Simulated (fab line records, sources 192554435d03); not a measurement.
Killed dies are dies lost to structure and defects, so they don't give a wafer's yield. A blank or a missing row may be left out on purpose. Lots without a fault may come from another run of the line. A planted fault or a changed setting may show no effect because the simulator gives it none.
Chamber matching | flow n5_finfet | N5_BEOL_M5_ETCH_68 on rie_diel-01: 4 sister chambers
The step etches SOC in N2/H2, target depth 80 nm, overetch 16 nm, time 120 s. 8 wafers are shown with their chamber, then 12 later ones without.

WAFERS WITH THEIR CHAMBER
wafer  | chamber | showerhead_plenum_p_Torr (Torr) | drypump_motor_current_A (A)
L085.6 | 1       | 2.51                            | 5.9
L086.2 | 2       | 2.40                            | 6.1
L090.1 | 0       | 2.63                            | 5.2
L090.2 | 2       | 2.39                            | 6.1
L090.3 | 3       | 2.47                            | 6.2
L090.4 | 1       | 2.51                            | 5.8
L090.5 | 3       | 2.47                            | 6.2
L090.6 | 0       | 2.64                            | 5.2

WAFERS WITHOUT THEIR CHAMBER
wafer  | showerhead_plenum_p_Torr (Torr) | drypump_motor_current_A (A)
L091.1 | 2.39                            | 6.1
L091.3 | 2.63                            | 5.2
L091.4 | 2.47                            | 6.3
L093.1 | 2.51                            | 5.8
L093.2 | 2.63                            | 5.2
L093.3 | 2.47                            | 6.3
L095.2 | 2.51                            | 5.8
L095.4 | 2.46                            | 6.2
L095.5 | 2.51                            | 5.9
L097.4 | 2.71                            | 6.1
L097.5 | 2.46                            | 6.3
L097.6 | 2.71                            | 6.1

WHICH CHAMBER EACH WENT THROUGH
wafer  | from the rows above | in truth
L091.1 | 2                   | 2
L091.3 | 0                   | 0
L091.4 | 3                   | 3
L093.1 | 1                   | 1
L093.2 | 0                   | 0
L093.3 | 3                   | 3
L095.2 | 1                   | 1
L095.4 | 3                   | 3
L095.5 | 1                   | 1
L097.4 | 0                   | 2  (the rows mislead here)
L097.5 | 3                   | 3
L097.6 | 0                   | 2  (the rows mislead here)
Placed correctly: 10 of 12. Can't be placed from these rows: 0. Placed wrongly: 2.
How it was worked out, from the rows above alone: a wafer's distance from a chamber is the root of the sum, over the readings, of the square of ((its reading less the chamber's mean) divided by the reading's scatter). The wafer belongs to the nearest chamber; if the next one is less than 2 further off, it can't be placed. A chamber's mean is the mean of its shown wafers. The scatter: the root of (the sum of the squares of (reading less its chamber's mean) over the shown wafers, divided by (wafers less chambers)).
